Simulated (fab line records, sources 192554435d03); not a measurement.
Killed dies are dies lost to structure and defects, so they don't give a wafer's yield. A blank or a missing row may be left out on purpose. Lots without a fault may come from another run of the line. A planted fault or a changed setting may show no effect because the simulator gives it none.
fab line records | flow n5_finfet
record lots=4 wafers=12 last_day=17
route steps=1938 shown BEOL_M8@1350
lots that met no fault: from a run of the same line without faults
start_h: hours from the record's first day to the start of the lot's first wafer shown | wait_h: hours since the lot's step before | " the same as in the row above | L1.1+2: a row that stands for several wafers | - no value, or no start given | * or withheld: withheld | < > ~ a bound
route shown NAME@n: a module of which the file shows steps, and the number in the route of the first | usual: mean/standard deviation of fault-free wafers | same: alike in all rows | chamber/n: place in a boat | sites: the reading at each site | _std_site: their standard deviation | _edge_site: outer sites' mean less inner sites' | radius_mm: how far each site lies from the wafer's centre | mask NAME#n: copy n | behind: the tool/chamber that last shaped the wafer | hold: why the lot was held/for how many hours/how that ended | device: the transistor (n, p or np) that didn't switch | end of line: the same wafers' tests at the end of the route | a step without rows: its recipe alone | killed: dies lost to structure and defects at the first sort, not the wafer's yield | map: a wafer's dies, x killed, . not, _ none there
set.NAME: the setting as run; set.NAME@STEP: as run at that earlier step | model.NAME: the simulator's own value behind a step, which no gauge read
lots at some steps of the route; a table a step, a row a wafer
services: from which hour (start_h, from the record's first day; less than 0 if before it) a tool's chamber was out of use, for how many hours, and why
## steps
# step N5_BEOL_M8_ETCH_62
# recipe chemistry=N2/H2 target=SOC target_depth_a=1100 overetch_a=220 mask_material=SiARC temp_c=40 time_s=165 ion_energy_ev=200 pressure_mtorr=30 source_w=840 bias_w=150 n2_flow_sccm=200 h2_flow_sccm=200
# step N5_BEOL_M8_STRIP_68
# recipe chemistry=N2/H2 temp_c=40 n2_flow_sccm=200 h2_flow_sccm=200 rf_frequency_hz=6e+07
# step N5_BEOL_M8_STRIP_67
# recipe chemistry=CF4 resist=SiARC power_w=300 bias_power_w=75 pressure_mtorr=50 cf4_flow_sccm=150 rf_frequency_hz=6e+07
# step N5_BEOL_M8_HM_OPEN_17
# recipe chemistry=Cl2/BCl3 target_depth_a=200 overetch_a=60 target=TiN mask_material=SOC ion_energy_ev=150 pressure_mtorr=10 icp_w=1000 bias_w=126 Cl2_flow_sccm=53.25 bcl3_flow_sccm=21.75 Ar_flow_sccm=25
# step N5_BEOL_M8_STRIP_19
# recipe chemistry=O2 power_w=400 temp_c=40 pressure_mtorr=30 rf_frequency_hz=6e+07 bias_power_w=0 overash_fraction=0.2 o2_flow_sccm=225
# step N5_BEOL_M8_COAT_63
# recipe resist=SOC temp_c=250 time_s=60 spin_rpm=1500 resist_thk_nm=60
# step N5_BEOL_M8_COAT_64
# recipe resist=SiARC temp_c=220 time_s=60 spin_rpm=1500 resist_thk_nm=12
# step N5_BEOL_M8_COAT_71
# recipe resist=underlayer temp_c=205 time_s=60 spin_rpm=1500 resist_thk_nm=5
# step N5_BEOL_M8_COAT_22
# recipe resist=CAR-EUV spin_rpm=1500 resist_thk_nm=30
# step N5_BEOL_M8_EBR_24
# recipe solvent=PGMEA ebr_width_mm=1.5
# step N5_BEOL_M8_SOFTBAKE_23
# recipe temp_c=110 time_s=60 resist=CAR-EUV
# step N5_BEOL_M8_EXPOSE_25
# recipe mask_id=V7 na=0.33 source_shape=annular sigma_inner=0.4 sigma_outer=0.8 polarization=unpolarized target_cd_nm=40 dose_mj=42.5
# columns lot.wafer tool chamber start_h wait_h mask
L243.2+3+5 euv_scanner-02 0 219.03 - V7#0
L246.1+4+6 euv_scanner-02 0 263.19 - V7#0
L250.1+3+5 euv_scanner-02 0 268.70 - V7#0
L262.1+3+4 euv_scanner-02 0 352.61 - V7#0
# step N5_BEOL_M8_PEB_26
# recipe peb_temp_c=100 peb_time_s=60 resist=CAR-EUV
# step N5_BEOL_M8_DEVELOP_27
# recipe develop_time_s=30 developer=TMAH resist=CAR-EUV rinse_liquid=surfactant_rinse dry=air_spin dev_temp_c=23
# step N5_BEOL_M8_CD_MEAS_28
# recipe target_cd_nm=40 landing_energy_ev=500 detector=se_inlens
# usual cd_nm=39.97/0.24
# columns lot.wafer tool chamber start_h wait_h cd_nm
L243.2 cd_sem-03 0 219.16 - 39.82
L243.3 " 0 " " 40.14
L243.5 " 0 " " 39.96
L246.1 cd_sem-02 0 263.32 - 38.41
L246.4 " 0 " " 39.78
L246.6 " 0 " " 39.79
L250.1 cd_sem-01 0 268.83 - 38.61
L250.3 " 0 " " 39.81
L250.5 " 0 " " 38.86
L262.1 cd_sem-03 0 352.74 - 39.90
L262.3 " 0 " " 40.26
L262.4 " 0 " " 39.78
# step N5_BEOL_M8_DESCUM_33
# recipe chemistry=O2 time_s=7 source_power_w=50 bias_power_w=20 pressure_mtorr=20 rf_frequency_hz=2.712e+07 temp_c=40 resist=CAR-EUV o2_flow_sccm=225
# usual drypump_motor_current_A=5.6/0.32 oes_product_au=0.75/0.063 rf_vpp_V=243.0/1.3 showerhead_plenum_p_Torr=2.08/0.061 throttle_valve_pct=20.59/0.23
# columns lot.wafer tool chamber start_h wait_h drypump_motor_current_A oes_product_au rf_hours_counter_h rf_vpp_V showerhead_plenum_p_Torr throttle_valve_pct model.BEOL_M8.cd_nm
L243.2 rie_diel-01 0 219.78 0.5 5.8 0.82 85 244.2 2.11 20.53 40
L243.3 " 3 " " 5.7 0.73 200 241.9 2.06 20.60 39.8
L243.5 " 3 " " 5.7 0.74 - 243.7 2.06 20.61 39.8
L246.1 rie_diel-01 3 263.49 0.1 5.7 0.72 214 242.5 2.06 20.63 38.4
L246.4 " 1 " " 5.7 0.86 56 243.8 2.11 20.31 39.8
L246.6 " 0 " " 5.8 0.81 - 242.7 2.11 20.56 40
L250.1 rie_diel-06 1 269.07 0.1 5.2 0.93 28 242.6 2.03 20.19 38.2
L250.3 " 0 " " 5.2 0.68 239 244.3 2.17 20.98 39.8
L250.5 " 3 " " 5.9 0.73 - 242.2 1.98 20.54 38.6
L262.1 rie_diel-06 2 352.86 0.0 5.1 0.66 261 244.0 2.13 20.50 40
L262.3 " 1 " " 5.2 0.86 60 242.1 2.02 20.24 40
L262.4 " 1 " " 5.2 0.86 - 244.4 2.02 20.22 40.2
# step N5_BEOL_M8_ETCH_72
# recipe chemistry=N2/H2 target=underlayer target_depth_a=65 mask_material=CAR-EUV time_s=5.2 ion_energy_ev=200 pressure_mtorr=30 source_w=840 bias_w=150 n2_flow_sccm=200 h2_flow_sccm=200 ends=cleared
# step N5_BEOL_M8_ETCH_65
# recipe chemistry=CF4 target=SiARC target_depth_a=156 mask_material=CAR-EUV time_s=26 ion_energy_ev=80 pressure_mtorr=40 source_w=545 bias_w=36 Ar_flow_sccm=100 cf4_flow_sccm=100 ends=cleared
# step N5_BEOL_M8_ETCH_66
# recipe chemistry=N2/H2 target=SOC target_depth_a=800 overetch_a=160 mask_material=SiARC temp_c=40 time_s=120 ion_energy_ev=200 pressure_mtorr=30 source_w=840 bias_w=150 n2_flow_sccm=200 h2_flow_sccm=200
# step N5_BEOL_M8_STRIP_69
# recipe chemistry=N2/H2 temp_c=40 n2_flow_sccm=200 h2_flow_sccm=200 rf_frequency_hz=6e+07
# step N5_BEOL_M8_STRIP_73
# recipe chemistry=N2/H2 temp_c=40 n2_flow_sccm=200 h2_flow_sccm=200 rf_frequency_hz=6e+07
# step N5_BEOL_M8_VIA_ETCH_34
# recipe chemistry=C4F6/O2 target=SiCOH_lowk target_depth_a=1255 mask_material=SOC taper_deg=4 time_s=50.5 ion_energy_ev=250 pressure_mtorr=30 source_w=345 bias_w=185 Ar_flow_sccm=300 C4F6_flow_sccm=10 O2_flow_sccm=10
# usual C4F6_flow_sccm=9.998/0.028 drypump_motor_current_A=5.6/0.32 oes_product_au=0.75/0.064 rf_vpp_V=666/13 showerhead_plenum_p_Torr=2.84/0.073 throttle_valve_pct=21.09/0.17
# columns lot.wafer tool chamber start_h wait_h C4F6_flow_sccm drypump_motor_current_A oes_product_au rf_hours_counter_h rf_vpp_V showerhead_plenum_p_Torr throttle_valve_pct model.BEOL_M8.cd_nm
L243.2 rie_diel-01 0 219.96 0.0 10.048 5.7 0.81 85 670 2.88 21.07 40
L243.3 " 3 " " 10.015 5.7 0.74 200 671 2.82 21.13 40
L243.5 " 3 " " 9.968 5.7 0.73 - 673 2.82 21.15 40
L246.1 rie_diel-01 3 263.67 0.0 9.976 5.7 0.71 215 671 2.82 21.16 38.4
L246.4 " 1 " " 9.994 5.7 0.85 56 679 2.89 20.88 40.2
L246.6 " 0 " " 9.960 5.8 0.79 - 671 2.88 21.08 39.6
L250.1 rie_diel-06 1 269.25 0.0 10.010 5.2 0.93 28 675 2.82 20.93 38
L250.3 " 0 " " 10.012 5.2 0.68 239 653 2.92 21.32 39.8
L250.5 " 3 " " 10.037 5.9 0.72 - 644 2.73 21.12 38.8
L262.1 rie_diel-06 2 353.04 0.0 9.959 5.1 0.66 261 669 2.93 21.24 39.4
L262.3 " 1 " " 10.017 5.2 0.87 60 677 2.80 21.00 39.8
L262.4 " 1 " " 9.997 5.2 0.87 - 676 2.80 20.97 39.8
# step N5_BEOL_M8_STRIP_76
# recipe chemistry=C4F6/O2 resist=SiARC rf_frequency_hz=6e+07
## services
# columns tool chamber start_h hours kind
euv_scanner-02 0 204.82 - calibration
euv_scanner-02 - 228.66 1.0 pm
rie_diel-06 2 229.79 1.7 repair
euv_scanner-02 - 284.83 1.0 pm
euv_scanner-02 - 293.37 0.6 repair
euv_scanner-02 - 308.93 2.1 repair
euv_scanner-02 - 312.83 4.6 pm
rie_diel-06 0 324.90 17.4 repair
rie_diel-06 3 332.84 3.2 repair
euv_scanner-02 - 340.95 1.0 pm
rie_diel-06 0 342.34 - clean
rie_diel-06 0 342.34 - consumable_replace:focus_ring
rie_diel-06 0 342.34 26.0 scheduled_down
rie_diel-06 0 342.34 26.0 vent_cycle
## key
first_sign step=N5_BEOL_M8_CD_MEAS_28 reading=cd_nm direction=down sigmas=5.7 usual=39.97 struck=38.63
effect none on later readings
model_effect step=N5_BEOL_M8_DESCUM_33 value=BEOL_M8.cd_nm without=39.87 struck=38.4
model_effect step=N5_BEOL_M8_VIA_ETCH_34 value=BEOL_M8.cd_nm without=39.87 struck=38.4
met_at N5_BEOL_M8_EXPOSE_25
struck_wafers L246.1,L250.1,L250.5
onset_between 219.03 263.19
fault kind=process_parameter_drift tool=euv_scanner-02 chamber=- onset_h=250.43 steps=N5_BEOL_M8_EXPOSE_25 channel=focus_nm offset=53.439 shape=step end_h=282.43 scope=struck_wafers_only
